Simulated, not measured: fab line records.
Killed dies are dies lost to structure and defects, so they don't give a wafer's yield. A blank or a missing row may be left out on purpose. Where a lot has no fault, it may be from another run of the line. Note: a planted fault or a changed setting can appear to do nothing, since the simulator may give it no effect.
Which tool is to blame? -- flow n5Finfet -- 10 lots (28 wafers sampled), 1 step of a 1938-step route

WHAT EACH GAUGE READ, for each wafer
N5_SD_EPI_P_CD_MEAS_09: the cd target is 240 nm.
lot,measured,on,cdNm (nm)
L628,day 3 12:29,cdSem-03,240.4 240.8 240.8
L629,day 3 19:34,cdSem-02,238.8 239.3 239.8
L630,day 4 02:36,cdSem-02,241.0 239.5 240.0
L632,day 4 13:16,cdSem-03,239.9 240.1 239.7
L638,day 6 06:13,cdSem-01,239.9 239.6
L641,day 6 17:53,cdSem-01,239.9 240.4
L644,day 7 09:30,cdSem-01,238.3 239.4 239.5
L645,day 7 18:25,cdSem-03,239.3 239.0 239.4
L647,day 8 05:40,cdSem-03,239.6 240.3 240.1
L648,day 8 12:15,cdSem-03,239.4 239.6 239.4

WHICH TOOL RAN EACH LOT (tool, then ch and the chambers of the sampled wafers, then the start)
No process step before these readings appears in the record.

THE ANSWER, worked out from the rows above alone
Rule: the usual values come from the lots themselves. The widest of any qualifying gaps counts: lots, ordered by their means at a reading, are off when they make up no more than a third of the lots, leave a main group of 4 or more, and stand apart from it by 3 or more times the standard deviation of that group's means. Not used: any main group whose means are identical at the precision the tables above print for the reading. A lot without any number at a reading at which 4 lots or more have one is off too. The other lots that the step has rows for count as sound.
No lot is off at any reading shown: from this, nothing can be told.

WHAT THE SIMULATOR PUT IN
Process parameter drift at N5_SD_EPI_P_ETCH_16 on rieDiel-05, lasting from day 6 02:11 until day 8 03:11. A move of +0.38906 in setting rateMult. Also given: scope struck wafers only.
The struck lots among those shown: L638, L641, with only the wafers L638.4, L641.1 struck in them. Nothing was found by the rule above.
